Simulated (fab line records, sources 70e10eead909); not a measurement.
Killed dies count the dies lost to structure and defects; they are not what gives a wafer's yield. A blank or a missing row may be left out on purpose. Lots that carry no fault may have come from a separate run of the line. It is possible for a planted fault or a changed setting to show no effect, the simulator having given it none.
Comparing a struck lot with a sound one -- flow nand harc -- 42 out of 1302 route steps
Sound: the wafers L584.2, L584.3, L584.4. Wafers L588.3, L588.4, L588.5 were the ones struck. The cause comes at the end.
Each step with rows lists, per side, the tool, then ch with its chambers, then its first start. Under that, the readings that differ: sound wafers -- struck wafers -- difference of the means -- sigmas: that difference in standard deviations of wafers without a fault.
alike: a reading whose means differ by less than 2 such deviations, as well as words and numbers matching on both sides. not compared: withheld readings; readings where some wafer has no value; bounds like >300 that might hide an equal value; numbers whose values overlap and for which the record gives no deviation.
Wherever a step has rows on one side only, a row that says differs or no value, or a row with sigmas, the two part there. Numbers that don't overlap but have no deviation are shown without sigmas and don't part them. Lack of a reading on every wafer of one side parts them only where that side has two or more wafers.

first, 1 step without rows for these wafers: NHARC_A_CHANNEL_HOLE_D1_SRD_29.
NHARC_A_CHANNEL_HOLE_D1_CD_MEAS_30:
  struck on cd sem-01, day 11 00:53; sound on cd sem-01, day 9 02:05
  alike: cd nm
then, 1 step without rows for these wafers: NHARC_A_CHANNEL_HOLE_D1_XSEM_31.
NHARC_A_CHANNEL_HOLE_D1_INSPECT_40:
  struck on defect inspect-02, day 11 01:05; sound on defect inspect-01, day 9 02:16
  alike: raw defect count
then, 6 steps without rows for these wafers: NHARC_A_CHANNEL_FILL_D1_PRECLEAN_00 (cleans in SC1); NHARC_A_CHANNEL_FILL_D1_SRD_01; NHARC_A_CHANNEL_FILL_D1_ALD_02 (deposits SiO2, target thk 6 nm, pulse time 10 s, ald cycles 60); NHARC_A_CHANNEL_FILL_D1_ALD_03 (deposits SiNx, target thk 6 nm, pulse time 60 s, ald cycles 58); NHARC_A_CHANNEL_FILL_D1_ALD_14 (deposits SiO2, target thk 2.5 nm, pulse time 10 s, ald cycles 25); NHARC_A_CHANNEL_FILL_D1_ALD_15 (deposits SiNx, target thk 2 nm, pulse time 60 s, ald cycles 19).
NHARC_A_CHANNEL_FILL_D1_ALD_16: deposits SiO2, target thk 1.5 nm, pulse time 10 s, ald cycles 15.
  sound on ald hk-01 ch 1,2,3, day 9 15:37; struck on ald hk-02 ch 0,2,3, day 11 16:46
  alike: heater power w, precursor pulse height rel
then, 1 step without rows for these wafers: NHARC_A_CHANNEL_FILL_D1_ANNEAL_17 (time 1800 s).
NHARC_A_CHANNEL_FILL_D1_CVD_18: deposits poly-Si, target thk 3 nm.
  sound on lpcvd poly-04 ch 0, day 10 02:18; struck on lpcvd poly-04 ch 0, day 12 02:34
reading,sound,struck,difference,sigmas
spike tc bottom C (C),574.6 574.6 572.5,589.6 589.4 589.1,+15.5,+8
spike tc centre C (C),551.6 551.9 552.0,566.9 566.1 566.5,+14.7,+13
spike tc lower C (C),550.0 551.4 552.0,566.8 566.9 566.3,+15.5,+12
spike tc top C (C),574 575 575,590 589 590,+15,+4
spike tc upper C (C),549.8 548.0 547.8,564.7 566.8 565.2,+17.0,+11
tube center temp C (C),549.98 549.89 550.08,566.12 566.16 566.1,+16.14,+99 or more
then, 2 steps without rows for these wafers: NHARC_A_CHANNEL_FILL_D1_ETCHBACK_19 (etches the open film in HBr/Cl2, target depth 5 nm, time 1.7 s); NHARC_A_CHANNEL_FILL_D1_ETCHBACK_20 (etches the open film in C4F8/O2/Ar, target depth 27 nm, time 13.5 s).
NHARC_A_CHANNEL_FILL_D1_STRIP_28: strips in O2, time 20 s.
  sound on rie diel-11 ch 0,1,2, day 10 04:37; struck on rie diel-07 ch 0,1,3, day 12 04:51
  alike: drypump motor current A, oes product au, rf vpp V, showerhead plenum p Torr, throttle valve pct
  not compared: rf hours counter h
then, 2 steps without rows for these wafers: NHARC_A_CHANNEL_FILL_D1_PRECLEAN_21 (cleans in dHF, time 30 s); NHARC_A_CHANNEL_FILL_D1_SRD_23.
NHARC_A_CHANNEL_FILL_D1_CVD_05: deposits poly-Si, target thk 5 nm.
  sound on lpcvd poly-04 ch 0, day 10 07:16; struck on lpcvd poly-04 ch 0, day 12 07:28
reading,sound,struck,difference,sigmas
spike tc bottom C (C),573.7 572.2 573.6,589.6 588.7 590.5,+16.4,+14
spike tc centre C (C),550.1 550.3 550.1,565.0 565.7 565.9,+15.4,+15
spike tc lower C (C),549.7 552.2 549.9,565.3 565.4 566.8,+15.2,+13
spike tc top C (C),574 574 572,591 589 590,+17,+4
spike tc upper C (C),545.2 551.1 546.5,563.5 563.7 564.7,+16.4,+14
tube center temp C (C),550.05 549.97 550.04,566.1 566.05 566.08,+16.1,+99 or more
then, 1 step without rows for these wafers: NHARC_A_CHANNEL_FILL_D1_ANNEAL_22 (time 7200 s).
NHARC_A_CHANNEL_FILL_D1_THK_MEAS_06: measures by ellipsometry.
  struck on film metro-02, day 12 17:16; sound on film metro-01, day 10 16:29
reading,sound,struck,difference,sigmas
thk nm (nm),6.3 5.5 5.1,7.6 9.2 7.0,+2.3,+2
then, 2 steps without rows for these wafers: NHARC_A_CHANNEL_FILL_D1_ALD_25 (deposits SiOx, target thk 60 nm, pulse time 10 s, ald cycles 600); NHARC_A_CHANNEL_FILL_D1_ETCHBACK_08 (etches the open film in C4F8, target depth 220 nm, time 110 s).
NHARC_A_CHANNEL_FILL_D1_STRIP_29: strips in O2, time 20 s.
  sound on rie diel-09 ch 0,2,3; struck on rie diel-11 ch 1,2
reading,sound,struck,difference,sigmas
oes product au (a.u.),0.980 0.979 0.966,1.001 1.015 0.998,+0.030,+2
  alike: drypump motor current A, rf vpp V, showerhead plenum p Torr, throttle valve pct
  not compared: rf hours counter h
then, 3 steps without rows for these wafers: NHARC_A_CHANNEL_FILL_D1_PRECLEAN_30 (cleans in dHF, time 30 s); NHARC_A_CHANNEL_FILL_D1_SRD_31; NHARC_A_CHANNEL_FILL_D1_CVD_09 (deposits poly-Si, target thk 150 nm, time 3000 s).
NHARC_A_CHANNEL_FILL_D1_CMP_10: polishes, target thk 150 nm.
  sound on cmp-01 ch 0,1,3, day 11 03:56; struck on cmp-04 ch 1,2,3, day 13 04:50
  alike: motor current A, retaining ring pressure frac, time to endpoint s
then, 1 step without rows for these wafers: NHARC_A_CHANNEL_FILL_D1_SRD_12.
NHARC_A_CHANNEL_FILL_D1_INSPECT_13:
  struck on defect inspect-01, day 13 05:11; sound on defect inspect-01, day 11 04:23
  alike: raw defect count
then, 9 steps without rows for these wafers: NHARC_A_DECK1_JOINT_ETCHBACK_07 (etches the open film in HBr, target depth 105 nm, time 26.9 s); NHARC_A_DECK1_JOINT_ETCH_25 (etches SiO2 in dHF, target depth 0.5 nm); NHARC_A_DECK1_JOINT_ETCH_19 (etches poly-Si in TMAH, target depth 3 nm); NHARC_A_DECK1_JOINT_ETCH_18 (etches SiO2 in dHF, target depth 3 nm); NHARC_A_DECK1_JOINT_WET_08 (chemistry H3PO4, time 86 s); NHARC_A_DECK1_JOINT_ETCH_09 (etches SiO2 in dHF, target depth 5 nm); NHARC_A_DECK1_JOINT_WET_10 (chemistry H3PO4, time 86 s); NHARC_A_DECK1_JOINT_ETCH_11 (etches SiO2 in dHF, target depth 35 nm); NHARC_A_DECK1_JOINT_CVD_12 (deposits poly-Si, target thk 90 nm, time 1800 s).
NHARC_A_DECK1_JOINT_CMP_13: polishes, target thk 51.023 nm.
  sound on cmp-03 ch 1,2,3, day 11 14:43; struck on cmp-03 ch 1,2,3, day 13 15:22
  alike: motor current A, retaining ring pressure frac, time to endpoint s
-- break in the record here, with 13 days between the starts of the struck wafers on either side (left off in module A_DECK1_JOINT, picked up again in module END, where the first step shown is number 1301 on the route) --
NHARC_END_WLT_00:
  struck on prober-02, day 26 03:35; sound on prober-01, day 24 07:29
reading,sound,struck,difference,sigmas
VT_DECK1_BOTTOM,0.879 0.863 0.857,1.029 1.002 1.015,+0.149,+19
VT_DECK1_BOTTOM_INNER,0.856 0.874 0.868,1.032 1.017 1.020,+0.157,+19
VT_DECK1_MEDIAN_NEAR_BOTTOM,0.870 0.871 0.855,1.031 1.007 1.024,+0.155,+21
VT_DECK1_MEDIAN_NEAR_BOTTOM_INNER,0.873 0.863 0.865,1.027 1.013 1.027,+0.155,+20
VT_DECK1_MIDDLE,0.880 0.884 0.879,1.047 1.035 1.048,+0.162,+24
VT_DECK1_MIDDLE_INNER,0.884 0.885 0.866,1.055 1.027 1.038,+0.162,+22
VT_DECK1_TOP,0.895 0.889 0.892,1.075 1.063 1.060,+0.174,+26
VT_DECK1_TOP_INNER,0.892 0.887 0.888,1.072 1.061 1.061,+0.176,+26
  alike: VT_DECK2_BOTTOM, VT_DECK2_BOTTOM_INNER, VT_DECK2_MEDIAN_NEAR_BOTTOM, VT_DECK2_MEDIAN_NEAR_BOTTOM_INNER, VT_DECK2_MIDDLE, VT_DECK2_MIDDLE_INNER, VT_DECK2_TOP, VT_DECK2_TOP_INNER
then, 1 step without rows for these wafers: NHARC_END_SORT_01.

WHERE THEY PART
First at NHARC_A_CHANNEL_FILL_D1_CVD_18; last, within this record, at NHARC_END_WLT_00.

WHY: what had been put in by the simulator
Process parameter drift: lpcvd poly-04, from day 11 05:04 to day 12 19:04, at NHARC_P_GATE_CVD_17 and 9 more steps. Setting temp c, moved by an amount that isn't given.
